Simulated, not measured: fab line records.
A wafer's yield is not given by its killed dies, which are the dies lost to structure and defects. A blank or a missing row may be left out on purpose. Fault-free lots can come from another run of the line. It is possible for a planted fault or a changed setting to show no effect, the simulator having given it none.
A lot that was struck, set against a sound lot	flow nandHarc	13 steps out of a route of 1302
Sound: wafers L277.1, L277.4, L277.6. Wafers struck: L271.1, L271.4, L271.5. The cause is named last.
At each step with rows: each side's tool, then ch and its chambers, then its first start. Under that, the readings that differ: sound wafers	struck wafers	difference of the means	sigmas: that difference in standard deviations of wafers without a fault.
alike: words and numbers the same on both sides, and readings whose means are apart by under 2 such deviations; not compared: readings that were withheld, readings missing a value for some wafer, numbers with overlapping values and no deviation given by the record, and bounds like >300 which may hide the same value.
A row with sigmas, a row that says differs or no value, or rows on one side alone: a step with any of these is where the two part. When numbers do not overlap yet have no deviation, they are printed without sigmas and do not part them. A reading that every wafer of one side lacks parts them only if that side has two wafers or more.

first, 1 step without rows for these wafers: NHARC_A_SLIT_SRD_20.
NHARC_A_SLIT_CD_MEAS_21:
  struck on cdSem-03, day 24 23:02; sound on cdSem-01, day 27 07:32
  alike: cdNm
then, 3 steps without rows for these wafers: NHARC_A_SIN_REMOVE_WET_00 (chemistry H3PO4, time 15300 s); NHARC_A_SIN_REMOVE_PRECLEAN_01 (cleans in SC1); NHARC_A_SIN_REMOVE_SRD_02.
NHARC_A_SIN_REMOVE_INSPECT_04:
  struck on defectInspect-01, day 25 05:40; sound on defectInspect-01, day 27 13:40
  alike: rawDefectCount
NHARC_A_WL_FILL_ALD_00: deposits Al2O3, target thk 3 nm, pulse time 3 s, ald cycles 30.
  sound on aldHk-03 ch 0,2,3, day 27 13:46; struck on aldHk-04 ch 0,1,3, day 25 11:16
  alike: heaterPowerW, precursorPulseHeightRel
NHARC_A_WL_FILL_RTA_01: time 5 s.
  sound on rtpAnneal-02 ch 0, day 27 14:01; struck on rtpAnneal-01 ch 0, day 25 11:28
reading	sound	struck	difference	sigmas
wafer_temp_C_max	1008.5 1005.7 1008.2	1002.5 1004.5 1003.7	-3.9	-2
  alike: lampPowerPct, lamp_zone_1_pct
NHARC_A_WL_FILL_ALD_02: deposits TiN, target thk 2 nm, pulse time 3 s, ald cycles 100.
  sound on aldMetal-04 ch 1,2, day 27 14:13; struck on aldMetal-04 ch 0,2, day 25 11:41
  alike: heaterPowerW, precursorPulseHeightRel
NHARC_A_WL_FILL_CVD_03: deposits W, target thk 40 nm, time 279 s.
  sound on cvdW-01 ch 0,1, day 27 14:47; struck on cvdW-02 ch 1, day 25 12:12
reading	sound	struck	difference	sigmas
throttleValvePct (%)	8.05 7.50 7.38	8.10 8.05 8.31	+0.51	+2
  alike: heaterPowerW
NHARC_A_WL_FILL_ETCHBACK_04: etches the open film in NF3, target depth 60 nm, time 120 s.
  sound on rieMetal-01 ch 0,1, day 27 15:08; struck on rieMetal-02 ch 0, day 25 12:37
reading	sound	struck	difference	sigmas
runLengthS (s)	141.5 141.4 142.0	99.4 99.4 99.7	-42.1	-88
  alike: chamberPressureMTorr, drypumpMotorCurrentA, oesProductAu
  not compared: rfHoursCounterH
NHARC_A_WL_FILL_ETCHBACK_05: etches the open film in Cl2/BCl3, target depth 22 nm, time 60 s.
  sound on rieMetal-01 ch 0, day 27 15:22; struck on rieMetal-02 ch 0,1, day 25 12:49
  alike: chamberPressureMTorr, drypumpMotorCurrentA, oesProductAu, runLengthS
  not compared: rfHoursCounterH
-- break in the record here, with 5 days between the starts of the struck wafers on either side (left off in module A_WL_FILL, picked up again in module END, where the first step shown is number 1302 on the route) --
NHARC_END_SORT_01:
  at this point the record logs the struck wafers (prober-02 ch 0, day 30 01:53) and has no rows for the sound ones

== WHERE THEY PART ==
Earliest at NHARC_A_WL_FILL_RTA_01; latest, in this record, at NHARC_END_SORT_01.

WHY: the cause the simulator had injected
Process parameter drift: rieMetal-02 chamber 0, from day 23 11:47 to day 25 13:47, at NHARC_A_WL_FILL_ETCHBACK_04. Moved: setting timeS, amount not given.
